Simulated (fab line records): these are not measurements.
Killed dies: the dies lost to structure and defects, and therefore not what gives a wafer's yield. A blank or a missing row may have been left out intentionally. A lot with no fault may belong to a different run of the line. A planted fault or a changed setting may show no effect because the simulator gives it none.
Which tool is to blame? :: flow nand-harc :: Sampling: 12 lots, 36 wafers, 5 of 1159 route steps

== WHAT THE GAUGES READ, wafer by wafer ==
NHARC_END_SORT_01. Usual: killed-at-array 28, standard deviation 12; killed-at-other 0.8, standard deviation 1.1; killed-at-periphery 3.6, standard deviation 2.3; killed-dies 32, standard deviation 12; killed-open 3.4, standard deviation 1.9; killed-short 2.0, standard deviation 1.3.
lot: L528
measured: day 20 01:14
on: prober-02
killed-at-array: 27 71 17
killed-at-other: 0 0 0
killed-at-periphery: 2 3 3
killed-dies: 29 74 20
killed-open: 5 5 2
killed-short: 0 2 2
flag: 

lot: L527
measured: day 20 00:34
on: prober-01
killed-at-array: 27 77 79
killed-at-other: 0 0 0
killed-at-periphery: 4 3 0
killed-dies: 31 80 79
killed-open: 5 4 3
killed-short: 2 3 1
flag: 

== WHAT TOOL EACH LOT RAN ON (gives the tool, then ch and the chambers of the sampled wafers, and finally the start) ==
lot: L522
NHARC_A_CONTACT_ETCH_30: rie-diel-10 ch 1,2, day 16 16:01
NHARC_HYBRID_BOND_ACTIVATE_00: rie-diel-12 ch 2,3, day 17 15:22
NHARC_THIN_TSV_PVD_51: pvd-sputter-02, day 18 12:01 or earlier
NHARC_THIN_TSV_CMP_21: cmp-01 ch 0,1,2, day 18 12:01

lot: L523
NHARC_A_CONTACT_ETCH_30: rie-diel-10 ch 0,1,2, day 17 05:14
NHARC_HYBRID_BOND_ACTIVATE_00: rie-diel-12 ch 1,2,3, day 18 05:53
NHARC_THIN_TSV_PVD_51: pvd-sputter-03, day 18 22:02 or earlier
NHARC_THIN_TSV_CMP_21: cmp-01 ch 0,1,3, day 18 22:02

lot: L524
NHARC_A_CONTACT_ETCH_30: rie-diel-07 ch 0,1,2, day 17 06:20
NHARC_HYBRID_BOND_ACTIVATE_00: rie-diel-02 ch 1,2,3, day 18 06:44
NHARC_THIN_TSV_PVD_51: pvd-sputter-02, day 18 23:05 or earlier
NHARC_THIN_TSV_CMP_21: cmp-02 ch 1,2, day 18 23:05

lot: L528
NHARC_A_CONTACT_ETCH_30: rie-diel-10 ch 0,1,2, day 17 16:49
NHARC_HYBRID_BOND_ACTIVATE_00: rie-diel-12 ch 0,2,3, day 18 16:16
NHARC_THIN_TSV_PVD_51: pvd-sputter-01, day 19 06:38 or earlier
NHARC_THIN_TSV_CMP_21: cmp-02 ch 0,3, day 19 06:38

lot: L527
NHARC_A_CONTACT_ETCH_30: rie-diel-10 ch 0,2, day 17 17:47
NHARC_HYBRID_BOND_ACTIVATE_00: rie-diel-12 ch 0,1,2, day 18 17:02
NHARC_THIN_TSV_PVD_51: pvd-sputter-02, day 19 09:44 or earlier
NHARC_THIN_TSV_CMP_21: cmp-03 ch 1,2, day 19 09:44

lot: L539
NHARC_A_CONTACT_ETCH_30: rie-diel-07 ch 0,2,3, day 21 05:14
NHARC_HYBRID_BOND_ACTIVATE_00: rie-diel-02 ch 1,2, day 22 10:46
NHARC_THIN_TSV_PVD_51: pvd-sputter-03, day 23 03:41 or earlier
NHARC_THIN_TSV_CMP_21: cmp-03 ch 0,2,3, day 23 03:41

lot: L540
NHARC_A_CONTACT_ETCH_30: rie-diel-10 ch 0,3, day 21 06:38
NHARC_HYBRID_BOND_ACTIVATE_00: rie-diel-12 ch 0,2,3, day 22 13:47
NHARC_THIN_TSV_PVD_51: pvd-sputter-01, day 23 04:53 or earlier
NHARC_THIN_TSV_CMP_21: cmp-02 ch 1,2,3, day 23 04:53

lot: L542
NHARC_A_CONTACT_ETCH_30: rie-diel-07 ch 1,2,3, day 22 08:52
NHARC_HYBRID_BOND_ACTIVATE_00: rie-diel-12 ch 0,1,3, day 23 06:04
NHARC_THIN_TSV_PVD_51: pvd-sputter-01, day 24 00:04 or earlier
NHARC_THIN_TSV_CMP_21: cmp-03 ch 0,1,2, day 24 00:04

lot: L543
NHARC_A_CONTACT_ETCH_30: rie-diel-07 ch 0,1,2, day 22 11:50
NHARC_HYBRID_BOND_ACTIVATE_00: rie-diel-07 ch 0,2,3, day 23 11:04
NHARC_THIN_TSV_PVD_51: pvd-sputter-02, day 24 04:03 or earlier
NHARC_THIN_TSV_CMP_21: cmp-01 ch 0,1,3, day 24 04:03

lot: L541
NHARC_A_CONTACT_ETCH_30: rie-diel-10 ch 1,2,3, day 22 18:04
NHARC_HYBRID_BOND_ACTIVATE_00: rie-diel-12 ch 0,1,2, day 23 18:32
NHARC_THIN_TSV_PVD_51: pvd-sputter-02, day 24 11:34 or earlier
NHARC_THIN_TSV_CMP_21: cmp-03 ch 0,1,2, day 24 11:34

lot: L544
NHARC_A_CONTACT_ETCH_30: rie-diel-03 ch 0,2,3, day 22 20:37
NHARC_HYBRID_BOND_ACTIVATE_00: rie-diel-12 ch 0,1,3, day 23 20:33
NHARC_THIN_TSV_PVD_51: pvd-sputter-01, day 24 14:38 or earlier
NHARC_THIN_TSV_CMP_21: cmp-02 ch 0,3, day 24 14:38

lot: L545
NHARC_A_CONTACT_ETCH_30: rie-diel-07 ch 1,2, day 22 23:55
NHARC_HYBRID_BOND_ACTIVATE_00: rie-diel-07 ch 0,1,3, day 24 00:53
NHARC_THIN_TSV_PVD_51: pvd-sputter-02, day 24 17:47 or earlier
NHARC_THIN_TSV_CMP_21: cmp-03 ch 0,2, day 24 17:47
- NHARC_A_CONTACT_ETCH_30: etches the open film in CF4/CHF3, target depth 60.5 nm, time 30.2 s.
- NHARC_HYBRID_BOND_ACTIVATE_00: chemistry N2, time 60 s.
- NHARC_THIN_TSV_PVD_51: deposits Cu, target thk 100 nm.
- NHARC_THIN_TSV_CMP_21: polishes, t overpolish 30 s, target thk 2000 nm.

== AS READ BY THE TOOLS THEMSELVES (means over the sampled wafers that have a number; for cases with no such wafer, the mark the record gives instead) ==
NHARC_A_CONTACT_ETCH_30. Usual: drypump-motor-current-A 5.76 A, standard deviation 0.28; oes-product-au 0.933 a.u., standard deviation 0.018; rf-vpp-V 371.6 V, standard deviation 1.9; showerhead-plenum-p-Torr 1.61 Torr, standard deviation 0.057; throttle-valve-pct 16.802 %, standard deviation 0.0095.
lot: L522
tool: rie-diel-10
drypump-motor-current-A (A): 5.91
oes-product-au (a.u.): 0.931
rf-vpp-V (V): 371.8
showerhead-plenum-p-Torr (Torr): 1.60
throttle-valve-pct (%): 16.804
flag: 

lot: L523
tool: rie-diel-10
drypump-motor-current-A (A): 5.65
oes-product-au (a.u.): 0.927
rf-vpp-V (V): 371.6
showerhead-plenum-p-Torr (Torr): 1.61
throttle-valve-pct (%): 16.809
flag: 

lot: L524
tool: rie-diel-07
drypump-motor-current-A (A): 5.96
oes-product-au (a.u.): 0.926
rf-vpp-V (V): 368.9
showerhead-plenum-p-Torr (Torr): 1.55
throttle-valve-pct (%): 16.789
flag: 

lot: L528
tool: rie-diel-10
drypump-motor-current-A (A): 5.67
oes-product-au (a.u.): 0.916
rf-vpp-V (V): 371.9
showerhead-plenum-p-Torr (Torr): 1.61
throttle-valve-pct (%): 16.801
flag: 

lot: L527
tool: rie-diel-10
drypump-motor-current-A (A): 5.79
oes-product-au (a.u.): 0.932
rf-vpp-V (V): 372.8
showerhead-plenum-p-Torr (Torr): 1.63
throttle-valve-pct (%): 16.798
flag: 

lot: L539
tool: rie-diel-07
drypump-motor-current-A (A): 6.00
oes-product-au (a.u.): 0.948
rf-vpp-V (V): 371.3
showerhead-plenum-p-Torr (Torr): 1.58
throttle-valve-pct (%): 16.801
flag: 

lot: L540
tool: rie-diel-10
drypump-motor-current-A (A): 5.71
oes-product-au (a.u.): 0.918
rf-vpp-V (V): 373.4
showerhead-plenum-p-Torr (Torr): 1.66
throttle-valve-pct (%): 16.809
flag: 

lot: L542
tool: rie-diel-07
drypump-motor-current-A (A): 5.77
oes-product-au (a.u.): 0.920
rf-vpp-V (V): 368.7
showerhead-plenum-p-Torr (Torr): 1.51
throttle-valve-pct (%): 16.801
flag: 

lot: L543
tool: rie-diel-07
drypump-motor-current-A (A): 5.95
oes-product-au (a.u.): 0.917
rf-vpp-V (V): 369.0
showerhead-plenum-p-Torr (Torr): 1.54
throttle-valve-pct (%): 16.804
flag: 

lot: L541
tool: rie-diel-10
drypump-motor-current-A (A): 5.82
oes-product-au (a.u.): 0.968
rf-vpp-V (V): 371.5
showerhead-plenum-p-Torr (Torr): 1.61
throttle-valve-pct (%): 16.797
flag: 

lot: L544
tool: rie-diel-03
drypump-motor-current-A (A): 5.77
oes-product-au (a.u.): 0.930
rf-vpp-V (V): 370.1
showerhead-plenum-p-Torr (Torr): 1.58
throttle-valve-pct (%): 16.806
flag: 

lot: L545
tool: rie-diel-07
drypump-motor-current-A (A): 5.89
oes-product-au (a.u.): 0.929
rf-vpp-V (V): 368.2
showerhead-plenum-p-Torr (Torr): 1.47
throttle-valve-pct (%): 16.816
flag: 

NHARC_HYBRID_BOND_ACTIVATE_00. Usual: drypump-motor-current-A 5.6 A, standard deviation 0.43; oes-product-au 1.002 a.u., standard deviation 0.0078; rf-vpp-V 64.1 V, standard deviation 0.89; showerhead-plenum-p-Torr 1.76 Torr, standard deviation 0.082.
lot: L522
tool: rie-diel-12
drypump-motor-current-A (A): 5.6
oes-product-au (a.u.): 1.012
rf-vpp-V (V): 64.7
showerhead-plenum-p-Torr (Torr): 1.72
flag: 

lot: L523
tool: rie-diel-12
drypump-motor-current-A (A): 5.5
oes-product-au (a.u.): 1.002
rf-vpp-V (V): 63.9
showerhead-plenum-p-Torr (Torr): 1.77
flag: 

lot: L524
tool: rie-diel-02
drypump-motor-current-A (A): 5.3
oes-product-au (a.u.): 1.003
rf-vpp-V (V): 63.6
showerhead-plenum-p-Torr (Torr): 1.65
flag: 

lot: L528
tool: rie-diel-12
drypump-motor-current-A (A): 5.5
oes-product-au (a.u.): 1.004
rf-vpp-V (V): 65.1
showerhead-plenum-p-Torr (Torr): 1.76
flag: 

lot: L527
tool: rie-diel-12
drypump-motor-current-A (A): 5.8
oes-product-au (a.u.): 1.014
rf-vpp-V (V): 64.2
showerhead-plenum-p-Torr (Torr): 1.79
flag: 

lot: L539
tool: rie-diel-02
drypump-motor-current-A (A): 5.4
oes-product-au (a.u.): 0.996
rf-vpp-V (V): 65.1
showerhead-plenum-p-Torr (Torr): 1.92
flag: 

lot: L540
tool: rie-diel-12
drypump-motor-current-A (A): 5.5
oes-product-au (a.u.): 0.998
rf-vpp-V (V): 63.8
showerhead-plenum-p-Torr (Torr): 1.75
flag: 

lot: L542
tool: rie-diel-12
drypump-motor-current-A (A): 5.4
oes-product-au (a.u.): 0.999
rf-vpp-V (V): 64.2
showerhead-plenum-p-Torr (Torr): 1.81
flag: 

lot: L543
tool: rie-diel-07
drypump-motor-current-A (A): 6.0
oes-product-au (a.u.): 0.997
rf-vpp-V (V): 64.5
showerhead-plenum-p-Torr (Torr): 1.78
flag: 

lot: L541
tool: rie-diel-12
drypump-motor-current-A (A): 5.8
oes-product-au (a.u.): 1.007
rf-vpp-V (V): 64.3
showerhead-plenum-p-Torr (Torr): 1.78
flag: 

lot: L544
tool: rie-diel-12
drypump-motor-current-A (A): 5.4
oes-product-au (a.u.): 1.004
rf-vpp-V (V): 65.2
showerhead-plenum-p-Torr (Torr): 1.80
flag: 

lot: L545
tool: rie-diel-07
drypump-motor-current-A (A): 5.8
oes-product-au (a.u.): 0.991
rf-vpp-V (V): 64.0
showerhead-plenum-p-Torr (Torr): 1.76
flag: 

NHARC_THIN_TSV_PVD_51. Usual: throttle-valve-pct at 29.7 %, with a standard deviation of 1.
lot: L522
tool: pvd-sputter-02
throttle-valve-pct (%): 30.8
flag: 

lot: L523
tool: pvd-sputter-03
throttle-valve-pct (%): 29.0
flag: 

lot: L524
tool: pvd-sputter-02
throttle-valve-pct (%): 30.8
flag: 

lot: L528
tool: pvd-sputter-01
throttle-valve-pct (%): 30.1
flag: 

lot: L527
tool: pvd-sputter-02
throttle-valve-pct (%): 29.0
flag: 

lot: L539
tool: pvd-sputter-03
throttle-valve-pct (%): 29.0
flag: 

lot: L540
tool: pvd-sputter-01
throttle-valve-pct (%): 29.7
flag: 

lot: L542
tool: pvd-sputter-01
throttle-valve-pct (%): 30.4
flag: 

lot: L543
tool: pvd-sputter-02
throttle-valve-pct (%): 29.6
flag: 

lot: L541
tool: pvd-sputter-02
throttle-valve-pct (%): 29.4
flag: 

lot: L544
tool: pvd-sputter-01
throttle-valve-pct (%): 29.7
flag: 

lot: L545
tool: pvd-sputter-02
throttle-valve-pct (%): 30.5
flag: 

NHARC_THIN_TSV_CMP_21. Usual: edge-zone-pressure-frac 1.000, standard deviation 0.0045; motor-current-A 11.9 A, standard deviation 1.3; overpolish-run-s 29.999 s, standard deviation 0.0085.
lot: L522
tool: cmp-01
edge-zone-pressure-frac: 0.999
motor-current-A (A): 12.5
overpolish-run-s (s): 29.997
flag: 

lot: L523
tool: cmp-01
edge-zone-pressure-frac: 1.001
motor-current-A (A): 12.0
overpolish-run-s (s): 30.001
flag: 

lot: L524
tool: cmp-02
edge-zone-pressure-frac: 0.997
motor-current-A (A): 12.0
overpolish-run-s (s): 30.003
flag: 

lot: L528
tool: cmp-02
edge-zone-pressure-frac: 1.001
motor-current-A (A): 10.7
overpolish-run-s (s): 30.007
flag: 

lot: L527
tool: cmp-03
edge-zone-pressure-frac: 0.997
motor-current-A (A): 12.2
overpolish-run-s (s): 30.003
flag: 

lot: L539
tool: cmp-03
edge-zone-pressure-frac: 1.005
motor-current-A (A): 12.9
overpolish-run-s (s): 29.997
flag: 

lot: L540
tool: cmp-02
edge-zone-pressure-frac: 0.997
motor-current-A (A): 11.8
overpolish-run-s (s): 29.998
flag: 

lot: L542
tool: cmp-03
edge-zone-pressure-frac: 1.003
motor-current-A (A): 12.8
overpolish-run-s (s): 29.997
flag: 

lot: L543
tool: cmp-01
edge-zone-pressure-frac: 0.999
motor-current-A (A): 12.0
overpolish-run-s (s): 29.990
flag: 

lot: L541
tool: cmp-03
edge-zone-pressure-frac: 1.003
motor-current-A (A): 12.8
overpolish-run-s (s): 29.993
flag: 

lot: L544
tool: cmp-02
edge-zone-pressure-frac: 0.998
motor-current-A (A): 10.3
overpolish-run-s (s): 29.999
flag: 

lot: L545
tool: cmp-03
edge-zone-pressure-frac: 0.999
motor-current-A (A): 13.1
overpolish-run-s (s): 30.004
flag: 

== THE ANSWER, worked out from the rows above alone ==
Rule: a lot is off if the mean of its wafers that have a number lies more than 3 standard deviations from the usual mean. A lot without any number at a reading at which 4 lots or more have one is off too. All remaining lots with rows at the step are treated as sound. The gauges are gone through in route order, then the tools' own readings, and for those a lot's mean is taken as printed above. The first step at which some lot is off is used, and at that step the reading that is off furthest; a lot without a number counts as furthest.
None of the lots is off at any reading shown; this tells nothing.

== WHAT THE SIMULATOR HAD PUT IN ==
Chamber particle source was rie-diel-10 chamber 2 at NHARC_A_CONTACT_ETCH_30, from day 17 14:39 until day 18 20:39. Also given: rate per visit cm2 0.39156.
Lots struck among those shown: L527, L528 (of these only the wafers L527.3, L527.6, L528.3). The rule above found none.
